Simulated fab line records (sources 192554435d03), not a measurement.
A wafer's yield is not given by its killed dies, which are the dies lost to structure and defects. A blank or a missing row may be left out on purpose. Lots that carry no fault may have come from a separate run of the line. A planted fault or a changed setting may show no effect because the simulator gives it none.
Matching of chambers | flow n5 finfet | rie diel-05 running N5_SDB_ETCH_18: 4 sister chambers
The step etches SOC in N2/H2, target depth 100 nm, overetch 20 nm, time 150 s. 20 wafers are shown with their chamber, then 10 later ones without.

## EACH WAFER AND ITS CHAMBER
wafer  | chamber | showerhead plenum p Torr (Torr) | drypump motor current A (A) | throttle valve pct (%)
L077.4 | 3       | 2.64                            | 6.3                         | 18.02
L077.5 | 2       | 2.49                            | 5.8                         | 17.76
L077.6 | 1       | 2.48                            | 5.9                         | 17.76
L078.2 | 1       | 2.48                            | 5.9                         | 17.77
L078.3 | 2       | 2.49                            | 5.8                         | 17.78
L078.6 | 3       | 2.64                            | 6.2                         | 18.03
L079.2 | 0       | 2.60                            | 5.8                         | 17.55
L079.3 | 1       | 2.48                            | 5.9                         | 17.77
L079.4 | 2       | 2.49                            | 5.8                         | 17.77
L088.1 | 3       | 2.63                            | 6.3                         | 18.07
L088.3 | 2       | 2.48                            | 5.8                         | 17.81
L088.4 | 1       | 2.47                            | 5.9                         | 17.82
L089.4 | 2       | 2.48                            | 5.8                         | 17.81
L089.5 | 2       | 2.48                            | 5.8                         | 17.81
L089.6 | 1       | 2.47                            | 5.9                         | 17.81
L090.1 | 3       | 2.63                            | 6.3                         | 18.09
L090.2 | 2       | 2.48                            | 5.7                         | 17.81
L090.3 | 1       | 2.47                            | 5.9                         | 17.81
L091.1 | 1       | 2.47                            | 5.9                         | 17.83
L091.3 | 2       | 2.48                            | 5.8                         | 17.82

SIGNATURES, as means of the wafers listed above
reading                  | chamber 0 | chamber 1 | chamber 2 | chamber 3 | scatter within a chamber
showerhead plenum p Torr | 2.6000    | 2.4743    | 2.4838    | 2.6350    | 0.00536
drypump motor current A  | 5.800     | 5.900     | 5.787     | 6.275     | 0.0319
throttle valve pct       | 17.5500   | 17.7957   | 17.7963   | 18.0525   | 0.027
Rule: a wafer's distance from a chamber is the root of the sum, over the readings, of the square of ((its reading less the chamber's mean) divided by the reading's scatter). If the next closest chamber is less than 2 further off than the closest, the wafer can't be placed; otherwise it belongs to the closest. The scatter is the square root of a quotient: the sum, over the shown wafers, of each reading's squared deviation from its chamber's mean, divided by wafers minus chambers.

## WAFERS WITHOUT THEIR CHAMBER
wafer  | showerhead plenum p Torr (Torr) | drypump motor current A (A) | throttle valve pct (%)
L091.6 | 2.47                            | 5.9                         | 17.82
L093.1 | 2.47                            | 5.9                         | 17.84
L093.4 | 2.58                            | 5.7                         | 17.60
L093.6 | 2.47                            | 5.9                         | 17.85
L095.2 | 2.58                            | 5.7                         | 17.61
L095.4 | 2.47                            | 5.8                         | 17.85
L095.5 | 2.58                            | 5.7                         | 17.60
L097.2 | 2.47                            | 5.8                         | 17.86
L097.3 | 2.46                            | 5.9                         | 17.86
L097.5 | 2.58                            | 5.7                         | 17.63

## THE CHAMBER EACH PASSED THROUGH
wafer  | from the rows above     | in truth
L091.6 | 1                       | 1
L093.1 | 1                       | 1
L093.4 | 0                       | 0
L093.6 | 1                       | 1
L095.2 | 0                       | 0
L095.4 | can't be placed: 2 or 1 | 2
L095.5 | 0                       | 0
L097.2 | can't be placed: 2 or 1 | 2
L097.3 | 1                       | 1
L097.5 | 0                       | 0
Correct placement for 8 of the 10. Not placeable from these rows: 2 (in 2, the candidates include the true chamber). Placed wrongly: 0.
